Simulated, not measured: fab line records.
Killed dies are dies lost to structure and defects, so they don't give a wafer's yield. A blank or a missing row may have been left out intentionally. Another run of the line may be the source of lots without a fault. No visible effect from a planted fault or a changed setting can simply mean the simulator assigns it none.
Split-lot experiment / flow n5 finfet / 7 lots, 39 wafers read, on a route of 1938 steps

## ABOUT THE SPLIT
At N5_FIN_SAQP_HM_DEP_72 (deposits SiO2 from SiH4/N2O, target thk 12 nm, time 7.2 s), the setting target thk a was moved away from the recipe's 120 angstrom on 18 of the 39 wafers read, by -49.4% to +17.2%. All remaining wafers had this setting at the recipe value.

## FROM THE SPLIT TO THE READING: what the file shows between them, 4 steps
- N5_FIN_SAQP_COAT_49: time 60 s, resist thk 100 nm
- N5_FIN_SAQP_COAT_50: time 60 s, resist thk 35 nm
- N5_FIN_SAQP_ETCH_52: etches SOC in N2/H2, target depth 100 nm, overetch 20 nm, time 150 s
- N5_FIN_SAQP_STRIP_53: strips in N2/H2

## THE READING
etch.depth nm (the simulator's own value, which no gauge read), in nm, at N5_FIN_SAQP_HM_OPEN_73 (chemistry CHF3/O2, target SiO2, stops on a-Si, target depth 12 nm, time 16.8 s). The file gives no usual value for it. The 21 wafers here that ran the recipe average 12.004 nm, standard deviation 0.17 nm.

wafer=L074.1; tool, chamber at the split=pecvd-04, 0; target thk a as run, angstrom=120; against the recipe=recipe; etch.depth nm, nm=11.98; against lot-mates on the recipe=-
wafer=L074.2; tool, chamber at the split=pecvd-04, 2; target thk a as run, angstrom=120; against the recipe=recipe; etch.depth nm, nm=12.22; against lot-mates on the recipe=-
wafer=L074.3; tool, chamber at the split=pecvd-04, 1; target thk a as run, angstrom=94.87; against the recipe=-20.9%; etch.depth nm, nm=9.569; against lot-mates on the recipe=-2.511
wafer=L074.4; tool, chamber at the split=pecvd-04, 0; target thk a as run, angstrom=94.87; against the recipe=-20.9%; etch.depth nm, nm=9.589; against lot-mates on the recipe=-2.491
wafer=L074.5; tool, chamber at the split=pecvd-04, 1; target thk a as run, angstrom=120; against the recipe=recipe; etch.depth nm, nm=12.04; against lot-mates on the recipe=-
wafer=L074.6; tool, chamber at the split=pecvd-04, 2; target thk a as run, angstrom=94.87; against the recipe=-20.9%; etch.depth nm, nm=9.637; against lot-mates on the recipe=-2.443
wafer=L078.1; tool, chamber at the split=pecvd-03, 1; target thk a as run, angstrom=90.61; against the recipe=-24.5%; etch.depth nm, nm=8.846; against lot-mates on the recipe=-3.244
wafer=L078.2; tool, chamber at the split=pecvd-03, 0,1; target thk a as run, angstrom=120; against the recipe=recipe; etch.depth nm, nm=12.1; against lot-mates on the recipe=-
wafer=L078.4; tool, chamber at the split=pecvd-03, 0,1; target thk a as run, angstrom=120; against the recipe=recipe; etch.depth nm, nm=12.1; against lot-mates on the recipe=-
wafer=L078.3; tool, chamber at the split=pecvd-03, 2; target thk a as run, angstrom=90.61; against the recipe=-24.5%; etch.depth nm, nm=8.992; against lot-mates on the recipe=-3.098
wafer=L078.5; tool, chamber at the split=pecvd-03, 0; target thk a as run, angstrom=120; against the recipe=recipe; etch.depth nm, nm=12.07; against lot-mates on the recipe=-
wafer=L078.6; tool, chamber at the split=pecvd-03, 2; target thk a as run, angstrom=90.61; against the recipe=-24.5%; etch.depth nm, nm=9.066; against lot-mates on the recipe=-3.024
wafer=L079.1; tool, chamber at the split=pecvd-04, 2; target thk a as run, angstrom=120; against the recipe=recipe; etch.depth nm, nm=11.92; against lot-mates on the recipe=-
wafer=L079.2; tool, chamber at the split=pecvd-04, 0; target thk a as run, angstrom=72.9; against the recipe=-39.2%; etch.depth nm, nm=7.24; against lot-mates on the recipe=-4.833
wafer=L079.3; tool, chamber at the split=pecvd-04, 2; target thk a as run, angstrom=72.9; against the recipe=-39.2%; etch.depth nm, nm=7.239; against lot-mates on the recipe=-4.834
wafer=L079.4; tool, chamber at the split=pecvd-04, 0; target thk a as run, angstrom=120; against the recipe=recipe; etch.depth nm, nm=12.08; against lot-mates on the recipe=-
wafer=L079.5; tool, chamber at the split=pecvd-04, 0; target thk a as run, angstrom=72.9; against the recipe=-39.2%; etch.depth nm, nm=7.384; against lot-mates on the recipe=-4.689
wafer=L079.6; tool, chamber at the split=pecvd-04, 2; target thk a as run, angstrom=120; against the recipe=recipe; etch.depth nm, nm=12.22; against lot-mates on the recipe=-
wafer=L082.1; tool, chamber at the split=pecvd-01, 0; target thk a as run, angstrom=92.43; against the recipe=-23.0%; etch.depth nm, nm=8.932; against lot-mates on the recipe=-3.015
wafer=L082.2; tool, chamber at the split=pecvd-01, 1; target thk a as run, angstrom=92.43; against the recipe=-23.0%; etch.depth nm, nm=9.041; against lot-mates on the recipe=-2.906
wafer=L082.3; tool, chamber at the split=pecvd-01, 2; target thk a as run, angstrom=92.43; against the recipe=-23.0%; etch.depth nm, nm=9.078; against lot-mates on the recipe=-2.869
wafer=L082.4; tool, chamber at the split=pecvd-01, 2; target thk a as run, angstrom=120; against the recipe=recipe; etch.depth nm, nm=12.03; against lot-mates on the recipe=-
wafer=L082.5; tool, chamber at the split=pecvd-01, 1; target thk a as run, angstrom=120; against the recipe=recipe; etch.depth nm, nm=11.98; against lot-mates on the recipe=-
wafer=L082.6; tool, chamber at the split=pecvd-01, 0; target thk a as run, angstrom=120; against the recipe=recipe; etch.depth nm, nm=11.83; against lot-mates on the recipe=-
wafer=L089.1; tool, chamber at the split=pecvd-01, 0; target thk a as run, angstrom=60.77; against the recipe=-49.4%; etch.depth nm, nm=6.023; against lot-mates on the recipe=-5.900
wafer=L089.2; tool, chamber at the split=pecvd-01, 1; target thk a as run, angstrom=120; against the recipe=recipe; etch.depth nm, nm=11.76; against lot-mates on the recipe=-
wafer=L089.3; tool, chamber at the split=pecvd-01, 0; target thk a as run, angstrom=60.77; against the recipe=-49.4%; etch.depth nm, nm=6.212; against lot-mates on the recipe=-5.711
wafer=L089.4; tool, chamber at the split=pecvd-01, 1; target thk a as run, angstrom=120; against the recipe=recipe; etch.depth nm, nm=12.07; against lot-mates on the recipe=-
wafer=L089.5; tool, chamber at the split=pecvd-01, 0; target thk a as run, angstrom=60.77; against the recipe=-49.4%; etch.depth nm, nm=6.066; against lot-mates on the recipe=-5.857
wafer=L089.6; tool, chamber at the split=pecvd-01, 1; target thk a as run, angstrom=120; against the recipe=recipe; etch.depth nm, nm=11.94; against lot-mates on the recipe=-
wafer=L091.1; tool, chamber at the split=pecvd-01, 0; target thk a as run, angstrom=120; against the recipe=recipe; etch.depth nm, nm=11.79; against lot-mates on the recipe=-
wafer=L091.2; tool, chamber at the split=pecvd-01, 1; target thk a as run, angstrom=120; against the recipe=recipe; etch.depth nm, nm=11.58; against lot-mates on the recipe=-
wafer=L091.3; tool, chamber at the split=pecvd-01, 2; target thk a as run, angstrom=120; against the recipe=recipe; etch.depth nm, nm=11.88; against lot-mates on the recipe=-
wafer=L095.1; tool, chamber at the split=pecvd-04, 0; target thk a as run, angstrom=140.7; against the recipe=+17.2%; etch.depth nm, nm=14.02; against lot-mates on the recipe=+1.853
wafer=L095.2; tool, chamber at the split=pecvd-04, 2; target thk a as run, angstrom=140.7; against the recipe=+17.2%; etch.depth nm, nm=14.07; against lot-mates on the recipe=+1.903
wafer=L095.3; tool, chamber at the split=pecvd-04, 1; target thk a as run, angstrom=140.7; against the recipe=+17.2%; etch.depth nm, nm=14.15; against lot-mates on the recipe=+1.983
wafer=L095.4; tool, chamber at the split=pecvd-04, 0; target thk a as run, angstrom=120; against the recipe=recipe; etch.depth nm, nm=12.3; against lot-mates on the recipe=-
wafer=L095.5; tool, chamber at the split=pecvd-04, 2; target thk a as run, angstrom=120; against the recipe=recipe; etch.depth nm, nm=12.08; against lot-mates on the recipe=-
wafer=L095.6; tool, chamber at the split=pecvd-04, 1; target thk a as run, angstrom=120; against the recipe=recipe; etch.depth nm, nm=12.12; against lot-mates on the recipe=-
The file does not say which wafer passed through which chamber wherever a row lists several chambers: such a row stands for several wafers.

THE FIT
A straight line over all 39 wafers: etch.depth nm changes by +0.121 nm for each +1% of target thk a; r = +1.00; the points scatter about the line by 0.15 nm.
The same after taking each lot's own level away (the mean of its wafers on the recipe; 39 wafers): +0.12 nm for each +1%; r = +1.00; scatter 0.12 nm.
According to that fit, moving target thk a by its largest amount changes the reading by 5.9 nm.
Across the lots, their own levels run from 11.7500 to 12.1667 nm, a range of 2.5 times the standard deviation given above.
The two slopes agree, so the slope changes little with the lot-to-lot level.
Check: -5.95 nm against its lot-mates is what the line predicts for one of the wafers moved furthest among these (-49.4%) when that wafer is left out of the fit. It came out at -5.9 nm against them.

## FURTHER SPLITS ON THESE WAFERS
Other splits were also applied to these wafers ahead of the reading. Each is held against what the fit with the lots' levels taken away leaves over:
other split on the same wafers=N5_PMOS_HMC_CHANNEL_EPI_HM_DEP_34 time s; wafers away from the commonest value=15; r with etch.depth nm (lot level and that fit taken away)=-0.02

## THE WHOLE CHAIN: every reading that the file lists as answering this split, in the file's order
step=N5_FIN_SAQP_HM_DEP_72; what it does=deposits SiO2 from SiH4/N2O, target thk 12 nm, time 7.2 s; reading=SiO2_of_FIN_SAQP_HM_DEP_72.thk nm (the simulator's own value, which no gauge read); change (the file's fit)=+0.121 nm for each +1% of the setting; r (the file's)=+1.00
step=N5_FIN_SAQP_HM_OPEN_73; what it does=chemistry CHF3/O2, target SiO2, stops on a-Si, target depth 12 nm, time 16.8 s; reading=etch.depth nm (the simulator's own value, which no gauge read); change (the file's fit)=+0.121 nm for each +1% of the setting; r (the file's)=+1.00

## FILE'S OWN FIT
etch.depth nm changes by +0.121 nm for each +1% of target thk a, r = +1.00.
